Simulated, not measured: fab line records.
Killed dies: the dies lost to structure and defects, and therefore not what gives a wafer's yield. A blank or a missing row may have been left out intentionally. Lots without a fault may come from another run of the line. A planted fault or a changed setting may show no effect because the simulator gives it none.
Matching of chambers + flow n5Finfet + 4 sister chambers for N5_BEOL_M14_VIA_ETCH_16 on rieDiel-05
The step etches SiO2 in C4F8/O2/Ar, target depth 1231.3 nm. 8 wafers are shown with their chamber, then 11 later ones without.

## WAFERS, EACH WITH ITS CHAMBER
| wafer  | chamber | drypumpMotorCurrentA (A) | rfVppV (V) |
|--------|---------|--------------------------|------------|
| L079.2 | 0       | 5.1                      | 2225       |
| L083.1 | 3       | 5.0                      | 2204       |
| L084.3 | 1       | 5.8                      | 2277       |
| L084.6 | 2       | 6.8                      | 2176       |
| L085.2 | 2       | 6.7                      | 2175       |
| L085.4 | 3       | 5.0                      | 2205       |
| L085.5 | 1       | 5.8                      | 2277       |
| L089.1 | 0       | 5.1                      | 2225       |

## WAFERS WITHOUT THEIR CHAMBER
| wafer  | drypumpMotorCurrentA (A) | rfVppV (V) |
|--------|--------------------------|------------|
| L089.2 | 6.7                      | 2174       |
| L089.3 | 5.0                      | 2205       |
| L087.3 | 6.8                      | 2175       |
| L087.5 | 5.8                      | 2277       |
| L087.6 | 5.1                      | 2223       |
| L091.2 | 5.1                      | 2224       |
| L091.5 | 6.7                      | 2174       |
| L091.6 | 5.0                      | 2203       |
| L095.2 | 5.0                      | 2204       |
| L095.5 | 5.8                      | 2276       |
| L095.6 | 5.1                      | 2224       |

## WHICH CHAMBER EACH WENT THROUGH
| wafer  | from the rows above | in truth |
|--------|---------------------|----------|
| L089.2 | 2                   | 2        |
| L089.3 | 3                   | 3        |
| L087.3 | 2                   | 2        |
| L087.5 | 1                   | 1        |
| L087.6 | 0                   | 0        |
| L091.2 | 0                   | 0        |
| L091.5 | 2                   | 2        |
| L091.6 | 3                   | 3        |
| L095.2 | 3                   | 3        |
| L095.5 | 1                   | 1        |
| L095.6 | 0                   | 0        |
11 of 11 placed correctly. Can't be placed from these rows: 0. 0 placed wrongly.
How it was worked out, from the rows above alone: a wafer's distance from a chamber is the root of the sum, over the readings, of the square of ((its reading less the chamber's mean) divided by the reading's scatter). If the next closest chamber is less than 2 further off than the closest, the wafer can't be placed; otherwise it belongs to the closest. The mean given for a chamber averages the wafers shown for that chamber. How the scatter is found: for the shown wafers, subtract from each reading the mean of its chamber, square and add these, divide the total by (wafers less chambers), then take the root.
